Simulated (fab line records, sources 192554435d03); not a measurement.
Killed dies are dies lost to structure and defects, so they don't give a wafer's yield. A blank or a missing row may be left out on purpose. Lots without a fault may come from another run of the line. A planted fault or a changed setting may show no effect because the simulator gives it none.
Chamber matching | flow n5_finfet | N5_BEOL_M3_DEP_57 on pecvd-02: 3 sister chambers
The step deposits SiCN from 3MS/NH3, target thk 8 nm, time 14 s. 6 wafers are shown with their chamber, then 11 later ones without.

WAFERS WITH THEIR CHAMBER
wafer  | chamber | throttle_valve_pct (%) | showerhead_plenum_p_Torr (Torr)
L084.3 | 1       | 8.9                    | 3.666
L088.4 | 0       | 9.6                    | 3.658
L093.1 | 0       | 9.3                    | 3.652
L093.2 | 1       | 8.8                    | 3.652
L093.5 | 2       | 8.7                    | 3.649
L091.1 | 2       | 8.8                    | 3.654

WAFERS WITHOUT THEIR CHAMBER
wafer  | throttle_valve_pct (%) | showerhead_plenum_p_Torr (Torr)
L091.3 | 9.0                    | 3.668
L091.6 | 8.8                    | 3.654
L092.2 | 8.5                    | 3.666
L092.4 | 8.7                    | 3.652
L092.6 | 8.7                    | 3.662
L094.1 | 9.2                    | 3.648
L094.2 | 8.9                    | 3.670
L094.6 | 9.2                    | 3.654
L097.2 | 9.5                    | 3.655
L097.4 | 8.7                    | 3.674
L097.6 | 8.9                    | 3.643

WHICH CHAMBER EACH WENT THROUGH
wafer  | from the rows above          | in truth
L091.3 | can't be placed: 1 or 2      | 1
L091.6 | can't be placed: 2 or 1      | 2
L092.2 | can't be placed: 1 or 2      | 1
L092.4 | can't be placed: 2 or 1      | 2
L092.6 | can't be placed: 1 or 2      | 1
L094.1 | can't be placed: 0 or 1 or 2 | 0
L094.2 | can't be placed: 1 or 2      | 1
L094.6 | can't be placed: 0 or 1 or 2 | 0
L097.2 | 0                            | 0
L097.4 | can't be placed: 1 or 2      | 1
L097.6 | can't be placed: 2 or 1      | 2
Placed correctly: 1 of 11. Can't be placed from these rows: 10 (the true chamber is among the candidates in 10). Placed wrongly: 0.
How it was worked out, from the rows above alone: a wafer's distance from a chamber is the root of the sum, over the readings, of the square of ((its reading less the chamber's mean) divided by the reading's scatter). The wafer belongs to the nearest chamber; if the next one is less than 2 further off, it can't be placed. A chamber's mean is the mean of its shown wafers. The scatter: the root of (the sum of the squares of (reading less its chamber's mean) over the shown wafers, divided by (wafers less chambers)).
